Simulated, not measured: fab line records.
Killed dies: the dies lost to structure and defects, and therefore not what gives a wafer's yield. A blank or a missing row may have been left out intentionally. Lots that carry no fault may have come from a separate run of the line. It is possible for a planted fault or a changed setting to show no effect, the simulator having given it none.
fab line records	flow n5-finfet
record lots=10	wafers=30	last-day=18
route steps=1938 shown BEOL_M6@1254 BEOL_M7@1263 PASSIVATION@1936
lots that met no fault: taken from a fault-free run of the same line
start-h: start of the lot's first displayed wafer, in hours after the record's first day	wait-h: hours elapsed since this lot's preceding step	" the same as in the row above	L1.1+2: several wafers, shown together as one row	- value missing, or start not given	* or withheld: withheld	< > ~ a bound
route shown NAME@n: names a module that has steps shown in the file, with the first one's number in the route	usual: mean and standard deviation over wafers with no fault	same: alike in all rows	chamber/n: place in a boat	sites: readings site by site	_std_site: the standard deviation of these	_edge_site: the outer-site mean with the inner-site mean subtracted	radius-mm: how far each site lies from the wafer's centre	mask NAME#n: copy n	behind: the most recent tool/chamber to have shaped the wafer	hold: the reason the lot was held/the length of the hold in hours/how it ended	device: whichever transistor did not switch (one of n, p or np)	end of line: the same wafers' tests at the end of the route	where a step has no rows: the recipe by itself	killed: the dies lost at the first sort to structure and to defects; this is not the yield of the wafer	map: a wafer's dies, marking killed ones x, the rest . and places with no die _
set.NAME: the setting as run; set.NAME@STEP: as run at that earlier step	model.NAME: the simulator's own value behind a step, which no gauge read
the route's steps for a sample of lots (tables are steps, rows are wafers)
services: from which hour (start-h, from the record's first day; less than 0 if before it) a tool's chamber was out of use, for how many hours, and why
## steps
# step N5_BEOL_M6_SPUTTER_48
# recipe material=Cu	target-thk-a=100	temp-c=-20	bias-v=60	power-w=26000	chamber-pressure-pa=0.13	time-s=1.667
# usual cathode-dc-power-W=25999/5.3	chamber-pressure-pa=0.13001/0.00026	chuck-sensor-temp-C=-16.1/0.41	throttle-valve-pct=30.1/1.1
lot.wafer	tool	chamber	start-h	wait-h	cathode-dc-power-W	chamber-pressure-pa	chuck-sensor-temp-C	throttle-valve-pct
L221.1	pvd-sputter-01	-	191.72	1.4	25997	0.13004	-15.9	28.8
L221.3	"	-	"	"	26003	0.12992	-16.2	28.8
L221.6	"	-	"	"	26012	0.13008	-16.5	29.2
L222.3	pvd-sputter-03	-	195.05	1.5	26004	0.13018	-16.3	32.0
L222.4	"	-	"	"	26006	0.13	-15.9	29.0
L222.6	"	-	"	"	25999	0.13013	-15.9	29.3
L230.1	pvd-sputter-01	-	250.00	0.1	26002	0.13012	-16.3	29.1
L230.3	"	-	"	"	26005	0.13001	-16.5	29.5
L230.6	"	-	"	"	26001	0.12973	-16.3	29.0
L231.1	pvd-sputter-01	-	253.55	0.1	26000	0.12992	-16.7	29.2
L231.4	"	-	"	"	26005	0.12999	-16.4	28.8
L231.5	"	-	"	"	25996	0.1299	-16.4	31.1
L232.3	pvd-sputter-01	-	258.54	0.1	25999	0.12974	-16.5	31.3
L232.5	"	-	"	"	26003	0.12985	-16.3	31.1
L232.6	"	-	"	"	25999	0.13012	-15.9	28.7
L234.2	pvd-sputter-03	-	266.17	0.2	25993	0.12993	-16.4	31.6
L234.3	"	-	"	"	25997	0.12975	-16.3	31.6
L234.4	"	-	"	"	25997	0.12999	-15.8	29.3
L237.3	pvd-sputter-01	-	280.51	0.1	26000	0.12983	-16.5	29.3
L237.4	"	-	"	"	26005	0.13034	-15.7	28.9
L237.5	"	-	"	"	26004	0.12962	-16.4	29.6
L243.2	pvd-sputter-03	-	318.53	0.2	26015	0.12967	-16.3	31.5
L243.3	"	-	"	"	26001	0.12971	-15.8	29.2
L243.5	"	-	"	"	26003	0.13006	-16.5	31.3
L240.1	pvd-sputter-03	-	319.43	0.1	25999	0.12994	-16.5	31.7
L240.2	"	-	"	"	25996	0.13021	-16.0	29.1
L240.4	"	-	"	"	26001	0.13027	-16.3	31.3
L242.3	pvd-sputter-02	-	341.71	0.1	26002	0.13021	-15.3	31.5
L242.4	"	-	"	"	26000	0.12976	-15.9	31.0
L242.5	"	-	"	"	25999	0.12978	-16.4	31.4
# step N5_BEOL_M6_RS_MEAS_57
# recipe thk-meas-gauge=four-point-probe	reads=Cu_of_BEOL_M6_ECD_50+Co_of_BEOL_M6_CVD_78+TaN_of_BEOL_M6_ALD_77
# usual M6_RS=0.289/0.0087
lot.wafer	tool	chamber	start-h	wait-h	M6_RS[ohm/sq]
L221.1	film-metro-01	-	192.75	0.1	0.301
L221.3	"	-	"	"	0.301
L221.6	"	-	"	"	0.292
L222.3	film-metro-02	-	195.99	0.1	0.291
L222.4	"	-	"	"	0.283
L222.6	"	-	"	"	0.297
L230.1	film-metro-02	-	250.93	0.1	0.296
L230.3	"	-	"	"	0.293
L230.6	"	-	"	"	0.281
L231.1	film-metro-02	-	254.50	0.1	0.300
L231.4	"	-	"	"	0.298
L231.5	"	-	"	"	0.302
L232.3	film-metro-01	-	259.48	0.1	0.302
L232.5	"	-	"	"	0.291
L232.6	"	-	"	"	0.277
L234.2	film-metro-01	-	267.10	0.1	0.305
L234.3	"	-	"	"	0.298
L234.4	"	-	"	"	0.285
L237.3	film-metro-02	-	281.48	0.1	0.263
L237.4	"	-	"	"	0.291
L237.5	"	-	"	"	0.280
L243.2	film-metro-02	-	319.46	0.1	0.283
L243.3	"	-	"	"	0.296
L243.5	"	-	"	"	0.291
L240.1	film-metro-02	-	320.73	0.1	0.277
L240.2	"	-	"	"	0.291
L240.4	"	-	"	"	0.275
L242.3	film-metro-02	-	342.83	0.1	0.285
L242.4	"	-	"	"	0.277
L242.5	"	-	"	"	0.297
# step N5_BEOL_M7_ILD_DEP_00
# recipe material=SiCOH_lowk	target-thk-a=1797.5	temp-c=300	precursor=DEMS/porogen	pressure-torr=5	rf-w=500	time-s=33.4
# usual heater-power-w=318/58	showerhead-plenum-p-Torr=5.741/0.016	susceptor-temp-C=299.98/0.19	throttle-valve-pct=14.1/0.89
lot.wafer	tool	chamber	start-h	wait-h	heater-power-w	showerhead-plenum-p-Torr	since-wet-clean-h	susceptor-temp-C	throttle-valve-pct
L221.1	pecvd-02	0	192.82	0.0	286	5.766	1259	300.26	14.6
L221.3	"	1	"	"	299	5.737	-	299.92	15.6
L221.6	"	0	"	"	298	5.757	-	300.02	14.4
L222.3	pecvd-03	0	196.05	0.0	247	5.729	1081	300.07	14.3
L222.4	"	2	"	"	302	5.720	-	300.19	13.1
L222.6	"	0	"	"	244	5.744	-	299.85	14.2
L230.1	pecvd-03	0	251.00	0.0	219	5.754	1136	291.37	14.0
L230.3	"	2	"	"	293	5.723	382	291.18	12.9
L230.6	"	1	"	"	303	5.746	-	291.49	15.6
L231.1	pecvd-03	1	254.57	0.0	360	5.744	1865	290.98	15.2
L231.4	"	0	"	"	209	5.762	-	291.10	14.0
L231.5	"	1	"	"	355	5.747	-	291.01	15.2
L232.3	pecvd-01	0	259.54	0.0	306	5.747	963	300.02	13.3
L232.5	"	2	"	"	365	5.718	-	300.08	13.1
L232.6	"	1	"	"	390	5.767	-	299.94	15.0
L234.2	pecvd-01	1	267.16	0.0	416	5.763	1696	299.86	14.8
L234.3	"	2	"	"	361	5.728	217	300.27	13.5
L234.4	"	2	"	"	370	5.724	-	300.02	13.4
L237.3	pecvd-02	1	281.54	0.0	296	5.731	2073	299.59	15.4
L237.4	"	0	"	"	344	5.756	-	299.82	14.6
L237.5	"	2	"	"	311	5.742	-	299.98	13.2
L243.2	pecvd-02	1	319.53	0.0	258	5.736	2111	300.15	15.2
L243.3	"	0	"	"	337	5.752	1386	299.49	14.7
L243.5	"	0	"	"	335	5.749	-	299.68	14.5
L240.1	pecvd-02	2	320.80	0.0	283	5.726	309	299.93	13.5
L240.2	"	0	"	"	330	5.764	1387	299.96	14.5
L240.4	"	0	"	"	334	5.741	-	300.09	14.6
L242.3	pecvd-01	0	342.89	0.0	304	5.732	1047	300.09	13.4
L242.4	"	0	"	"	316	5.742	-	300.13	13.4
L242.5	"	2	"	"	343	5.720	-	299.70	13.4
# step N5_BEOL_M7_THK_MEAS_01
# recipe reads=SiCOH_lowk_of_BEOL_M7_ILD_DEP_00
# usual M7_ILD_THK=156.0/2.1
lot.wafer	tool	chamber	start-h	wait-h	M7_ILD_THK[nm]
L221.1	film-metro-02	-	193.43	0.4	153.1
L221.3	"	-	"	"	155.4
L221.6	"	-	"	"	156.5
L222.3	film-metro-01	-	196.63	0.3	155.3
L222.4	"	-	"	"	156.1
L222.6	"	-	"	"	158.2
L230.1	film-metro-01	-	251.57	0.4	164.5
L230.3	"	-	"	"	164.3
L230.6	"	-	"	"	166.5
L231.1	film-metro-01	-	255.14	0.4	164.8
L231.4	"	-	"	"	166.7
L231.5	"	-	"	"	169.0
L232.3	film-metro-02	-	260.12	0.3	154.2
L232.5	"	-	"	"	156.8
L232.6	"	-	"	"	158.1
L234.2	film-metro-01	-	267.74	0.4	152.9
L234.3	"	-	"	"	156.0
L234.4	"	-	"	"	157.2
L237.3	film-metro-02	-	282.12	0.3	153.3
L237.4	"	-	"	"	159.0
L237.5	"	-	"	"	155.6
L243.2	film-metro-02	-	320.10	0.4	151.8
L243.3	"	-	"	"	152.3
L243.5	"	-	"	"	154.4
L240.1	film-metro-02	-	321.37	0.4	151.1
L240.2	"	-	"	"	153.7
L240.4	"	-	"	"	156.5
L242.3	film-metro-02	-	343.47	0.3	152.0
L242.4	"	-	"	"	154.0
L242.5	"	-	"	"	158.9
# step N5_BEOL_M7_PECVD_70
# recipe material=SiO2	target-thk-a=200	temp-c=400	precursor=TEOS/O2	pressure-torr=5.5	rf-w=450	teos-flow-sccm=53.8	gas=O2	flow-sccm=3000	time-s=22.7
# usual heater-power-w=719/100	showerhead-plenum-p-Torr=8.79/0.058	throttle-valve-pct=23.1/1.4
lot.wafer	tool	chamber	start-h	wait-h	heater-power-w	showerhead-plenum-p-Torr	since-wet-clean-h	throttle-valve-pct
L221.1	pecvd-02	0	193.47	0.0	773	8.87	1260	23.4
L221.3	"	0	"	"	769	8.86	-	23.6
L221.6	"	0	"	"	773	8.85	-	23.5
L222.3	pecvd-02	0	196.68	0.1	744	8.87	-	23.3
L222.4	"	1	"	"	715	8.77	-	24.5
L222.6	"	0	"	"	729	8.85	-	23.4
L230.1	pecvd-03	1	251.61	0.0	745	8.84	1862	25.1
L230.3	"	0	"	"	542	8.79	1137	22.5
L230.6	"	2	"	"	638	8.73	-	21.4
L231.1	pecvd-03	2	255.18	0.0	652	8.73	386	21.6
L231.4	"	0	"	"	617	8.76	-	22.9
L231.5	"	1	"	"	802	8.81	-	24.7
L232.3	pecvd-02	2	260.15	0.0	748	8.81	248	21.8
L232.5	"	2	"	"	752	8.76	-	21.6
L232.6	"	1	"	"	731	8.76	-	24.5
L234.2	pecvd-01	0	267.78	0.0	656	8.81	972	21.4
L234.3	"	2	"	"	823	8.68	218	21.2
L234.4	"	0	"	"	696	8.81	-	22.0
L237.3	pecvd-01	1	282.16	0.0	959	8.89	1711	24.1
L237.4	"	2	"	"	719	8.71	-	21.6
L237.5	"	0	"	"	717	8.79	-	21.6
L243.2	pecvd-03	2	320.14	0.0	625	8.69	451	21.4
L243.3	"	1	"	"	768	8.84	1930	25.0
L243.5	"	2	"	"	637	8.72	-	21.3
L240.1	pecvd-02	0	321.41	0.0	791	8.87	1388	23.3
L240.2	"	1	"	"	685	8.76	2113	24.7
L240.4	"	0	"	"	782	8.86	-	23.7
L242.3	pecvd-03	0	343.50	0.0	619	8.78	1229	22.8
L242.4	"	2	"	"	721	8.73	-	21.6
L242.5	"	0	"	"	627	8.78	-	22.8
# step N5_PASSIVATION_PROBE_49
# usual defect-limited-yield=91.1/1.3	killed_at_M0_to_M3=35/11	killed_at_M4_up=13/5.4	killed-at-contacts=14/6.5	killed-at-front-end=41/11	killed-at-other=4/3.1	killed-dies=106/15	killed-open=69/12	killed-short=35/7	sort_bin_4_leakage=0.01/0.078	sort_bin_5_function=5.2/0.86	sort_bin_6_memory=3.4/0.64	sort-n-pass=1074/15	sort-yield-pct=91.0/1.3
# same gross-dies=1180	killed-at-back-side=0	sort_bin_8_speed[%]=0
lot.wafer	tool	chamber	start-h	wait-h	defect-limited-yield[%]	killed_at_M0_to_M3	killed_at_M4_up	killed-at-contacts	killed-at-front-end	killed-at-other	killed-dies	killed-open	killed-short	sort_bin_4_leakage[%]	sort_bin_5_function[%]	sort_bin_6_memory[%]	sort-n-pass	sort-yield-pct[%]
L221.1	prober-02	-	273.06	0.0	90.7	26	20	10	48	6	110	65	41	0	5.3	3.6	1070	90.7
L221.3	prober-02	-	273.16	0.1	91.6	32	13	10	43	1	99	64	33	0	4.9	3.2	1081	91.6
L221.6	prober-02	-	273.31	0.3	91.0	24	10	23	46	3	106	69	35	0	5.2	3.5	1074	91.0
L231.1	prober-02	-	324.62	0.0	90.3	38	10	13	52	2	115	69	43	0	5.8	3.7	1065	90.3
L231.4	prober-02	-	324.77	0.2	91.0	28	15	17	38	8	106	69	35	0	5.3	3.3	1074	91.0
L231.5	prober-02	-	324.82	0.2	91.9	36	16	10	29	4	95	60	32	0	4.7	2.9	1085	91.9
L232.3	prober-02	-	336.53	0.1	93.0	33	7	8	25	10	83	51	30	0	3.6	3.1	1097	93.0
L232.5	prober-02	-	336.63	0.2	92.3	36	7	12	31	5	91	58	29	0	4.1	3.5	1089	92.3
L232.6	prober-02	-	336.68	0.3	90.7	41	11	13	32	13	110	66	39	0	5.3	3.6	1070	90.7
L240.1	prober-01	-	407.69	0.0	89.9	34	9	22	50	4	119	89	29	0	5.9	3.7	1061	89.9
L240.2	prober-01	-	407.74	0.1	90.8	34	9	19	44	2	108	70	37	0	5.1	3.7	1072	90.8
L240.4	prober-01	-	407.84	0.2	90.8	38	13	19	37	2	109	77	32	0	6.0	3.1	1071	90.8
# killed by level:class
L221.1 FIN_SAQP:geometric-particle:short=10 GATE_CUT:geometric-particle:short=9 MOL_CONTACT_COAG:geometric-particle:open=8 DUMMY_GATE:geometric-particle:open=7 FIN_SAQP:geometric-particle:open=6 BEOL_M3:geometric-particle:open=6 BEOL_M4:geometric-particle:open=6 STI_FIN_REVEAL:geometric-particle:open=5
L221.3 BEOL_M3:geometric-particle:open=12 GATE_CUT:geometric-particle:short=11 BEOL_M1:geometric-particle:open=11 MOL_CONTACT_COAG:geometric-particle:open=8 BEOL_M4:geometric-particle:open=7 FIN_SAQP:geometric-particle:short=4 STI_FIN_REVEAL:geometric-particle:open=4 FIN_SAQP:geometric-particle:open=3
L221.6 MOL_CONTACT_COAG:geometric-particle:open=16 FIN_SAQP:geometric-particle:short=12 STI_FIN_REVEAL:geometric-particle:open=11 BEOL_M3:geometric-particle:open=10 MOL_CONTACT_COAG:geometric-particle:short=6 FIN_SAQP:geometric-particle:open=5 GATE_CUT:geometric-particle:short=5 BEOL_M1:geometric-particle:open=5
L231.1 FIN_SAQP:geometric-particle:short=14 STI_FIN_REVEAL:geometric-particle:open=12 MOL_CONTACT_COAG:geometric-particle:open=11 BEOL_M0_SAQP:geometric-particle:open=9 BEOL_M0_SAQP:geometric-particle:short=7 BEOL_M4:geometric-particle:open=6 FIN_SAQP:geometric-particle:open=5 GATE_CUT:geometric-particle:open=5
L231.4 MOL_CONTACT_COAG:geometric-particle:open=17 BEOL_M0_SAQP:geometric-particle:short=9 FIN_SAQP:geometric-particle:short=8 FIN_SAQP:geometric-particle:open=7 STI_FIN_REVEAL:geometric-particle:open=6 BEOL_M3:geometric-particle:open=6 BEOL_M4:geometric-particle:open=6 BEOL_M0_SAQP:geometric-particle:open=5
L231.5 BEOL_M0_SAQP:geometric-particle:open=13 BEOL_M0_SAQP:geometric-particle:short=10 BEOL_M4:geometric-particle:open=9 MOL_CONTACT_COAG:geometric-particle:open=7 FIN_SAQP:geometric-particle:short=6 STI_FIN_REVEAL:geometric-particle:open=6 FIN_SAQP:geometric-particle:open=4 BEOL_M2:geometric-particle:open=4
L232.3 BEOL_M2:geometric-particle:open=6 BEOL_M3:geometric-particle:open=6 MOL_CONTACT_COAG:geometric-particle:open=5 BEOL_M0_SAQP:geometric-particle:open=5 BEOL_M1:geometric-particle:short=5 FIN_SAQP:geometric-particle:open=4 STI_FIN_REVEAL:geometric-particle:open=4 DUMMY_GATE:geometric-particle:open=4
L232.5 MOL_CONTACT_COAG:geometric-particle:open=10 BEOL_M0_SAQP:geometric-particle:open=10 STI_FIN_REVEAL:geometric-particle:open=8 BEOL_M1:geometric-particle:open=8 BEOL_M0_SAQP:geometric-particle:short=7 BEOL_M2:geometric-particle:open=5 STARTING-WAFER:geometric-particle:open=5 STARTING-WAFER:geometric-particle:short=4
L232.6 MOL_CONTACT_COAG:geometric-particle:open=12 BEOL_M1:geometric-particle:open=11 BEOL_M0_SAQP:geometric-particle:short=10 BEOL_M0_SAQP:geometric-particle:open=8 FIN_SAQP:geometric-particle:short=5 BEOL_M2:geometric-particle:short=5 STARTING-WAFER:geometric-particle:open=5 STI_FIN_REVEAL:geometric-particle:open=4
L240.1 STI_FIN_REVEAL:geometric-particle:open=27 MOL_CONTACT_COAG:geometric-particle:open=20 BEOL_M0_SAQP:geometric-particle:open=9 BEOL_M3:geometric-particle:open=8 STI_FIN_REVEAL:geometric-particle:short=5 BEOL_M1:geometric-particle:open=5 BEOL_M4:geometric-particle:open=4 DUMMY_GATE:geometric-particle:open=3
L240.2 MOL_CONTACT_COAG:geometric-particle:open=14 STI_FIN_REVEAL:geometric-particle:open=13 BEOL_M0_SAQP:geometric-particle:short=11 BEOL_M2:geometric-particle:open=11 STI_FIN_REVEAL:geometric-particle:short=8 BEOL_M0_SAQP:geometric-particle:open=6 FIN_SAQP:geometric-particle:open=5 MOL_CONTACT_COAG:geometric-particle:short=5
L240.4 STI_FIN_REVEAL:geometric-particle:open=18 MOL_CONTACT_COAG:geometric-particle:open=15 BEOL_M0_SAQP:geometric-particle:short=15 BEOL_M0_SAQP:geometric-particle:open=8 BEOL_M3:geometric-particle:open=7 DUMMY_GATE:geometric-particle:open=5 BEOL_M1:geometric-particle:open=5 STI_FIN_REVEAL:geometric-particle:short=4
## services
tool	chamber	start-h	hours	kind
pvd-sputter-03	-	172.58	5.0	repair
pecvd-02	2	183.09	2.1	scheduled-down
pecvd-02	2	186.39	16.3	repair
pecvd-01	-	192.75	2.8	pm
pecvd-01	-	214.89	2.5	repair
pecvd-03	-	252.74	1.0	repair
pecvd-03	2	259.89	-	calibration
pecvd-03	0	295.41	5.5	scheduled-down
pecvd-01	2	307.36	4.2	repair
pecvd-02	0	336.68	2.1	scheduled-down
## key
first-sign step=N5_BEOL_M7_ILD_DEP_00	reading=susceptor-temp-C	direction=down	sigmas=45	usual=*	struck=*
effect step=N5_BEOL_M7_THK_MEAS_01	reading=M7_ILD_THK	direction=up	sigmas=4.8	usual=156.0	struck=166.0
met-at N5_BEOL_M7_ILD_DEP_00
struck-lots L230,L231
not-acting-at N5_BEOL_M6_SPUTTER_48,N5_BEOL_M6_RS_MEAS_57,N5_BEOL_M7_PECVD_70
onset-between 196.05 251.00
fault kind=process-parameter-drift	tool=pecvd-03	chamber=-	onset-h=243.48	steps=N5_BEOL_M7_ILD_DEP_00	channel=temp-c	offset=*	shape=step	end-h=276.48	acts-in=*	stated=*
